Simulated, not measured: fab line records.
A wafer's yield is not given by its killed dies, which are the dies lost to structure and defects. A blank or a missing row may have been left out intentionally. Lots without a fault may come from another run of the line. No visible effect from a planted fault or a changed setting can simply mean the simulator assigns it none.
A single fault, viewed from 2 desks | flow n5_finfet | each desk holds nothing but its own numbers, with what lay behind them at the end

## FROM THE METROLOGY DESK
What the gauges read, lot by lot, whatever tool the lot ran on: means of the sampled wafers that have a number. Marked OUT: a lot whose mean sits more than 4 standard deviations from the usual mean, which makes it out of limits; the brackets give that distance. Only the readings that lie furthest out on some lot appear, 7 of the 12 it has.
Columns: A = PWELL_OVL at N5_WELL_APT_OVL_MEAS_26, usual -3 nm; B = PMOS_HMC_BLK_OVL at N5_PMOS_HMC_CHANNEL_EPI_OVL_MEAS_10, usual 0.2 nm; C = DIBL_N at N5_BEOL_M4_RC_MEAS_101, usual 36.1 mV/V; D = ION_N at N5_BEOL_M4_RC_MEAS_101, usual 674 uA/um; E = ION_P at N5_BEOL_M4_RC_MEAS_101, usual 464 uA/um; F = VT_N at N5_BEOL_M4_RC_MEAS_101, usual 249.4 mV; G = VT_P at N5_BEOL_M4_RC_MEAS_101, usual -249 mV
lot  | first seen here | A   | B    | C    | D   | E   | F     | G
L639 | day 1 14:47     | -3  | -0.8 | 36.8 | 659 | 453 | 253.3 | -252
L643 | day 2 14:56     | -1  | -0.0 | 36.2 | 682 | 474 | 245.3 | -245
L644 | day 2 20:53     | -7  | 0.3  | 36.6 | 664 | 454 | 252.0 | -254
L645 | day 3 03:10     | -1  | 0.3  | 36.9 | 666 | 465 | 248.7 | -245
L651 | day 4 15:13     | 4   | 1.0  | 36.7 | 685 | 469 | 246.2 | -248
L654 | day 5 09:14     | -4  | 1.6  | 35.8 | 676 | 465 | 249.0 | -246
L655 | day 5 14:55     | 2   | -0.0 | 35.8 | 666 | 458 | 252.9 | -252
L656 | day 5 21:11     | -10 | -0.1 | 35.4 | 674 | 465 | 249.0 | -249
L658 | day 6 09:11     | -3  | 0.0  | 35.9 | 675 | 460 | 248.5 | -251
L659 | day 6 14:53     | 1   | 0.8  | 37.9 | 684 | 469 | 247.6 | -249
Finding of this desk: none of the 10 lots has anything out of limits.

## DESK OF THE TOOL OWNER: plasma_asher-01
The tool's own readings at N5_ZERO_LAYER_STRIP_24 (strips in O2): means of the sampled wafers that have a number, for each lot that ran on this tool. Marked OUT: a lot whose mean sits more than 4 standard deviations from the usual mean, which makes it out of limits; the brackets give that distance.
Columns: A = chamber_pressure_mTorr at N5_ZERO_LAYER_STRIP_24, usual 1000.0 mTorr; B = drypump_motor_current_A at N5_ZERO_LAYER_STRIP_24, usual 5.6 A; C = heater_power_w at N5_ZERO_LAYER_STRIP_24, usual 321 W; D = oes_product_au at N5_ZERO_LAYER_STRIP_24, usual 0.647 a.u.; E = strip_time_to_endpoint_s at N5_ZERO_LAYER_STRIP_24, usual 43.85 s
lot  | first seen here | A      | B   | C   | D     | E
L643 | day 2 13:00     | 999.8  | 5.8 | 289 | 0.646 | 43.90
L651 | day 4 12:54     | 999.9  | 5.5 | 291 | 0.648 | 43.80
L654 | day 5 07:09     | 1000.1 | 5.4 | 289 | 0.647 | 43.85
L655 | day 5 13:03     | 1000.6 | 5.8 | 286 | 0.645 | 43.86
L656 | day 5 18:53     | 1000.1 | 5.8 | 289 | 0.646 | 43.92
L659 | day 6 12:53     | 999.7  | 5.4 | 294 | 0.645 | 43.97
Finding of this desk: none of the 6 lots has anything out of limits.

## BROUGHT TOGETHER
Nothing out of limits was seen by the metrology desk.
Nothing out of limits was seen by the tool owner's desk.

## WHAT WAS PUT IN BY THE SIMULATOR
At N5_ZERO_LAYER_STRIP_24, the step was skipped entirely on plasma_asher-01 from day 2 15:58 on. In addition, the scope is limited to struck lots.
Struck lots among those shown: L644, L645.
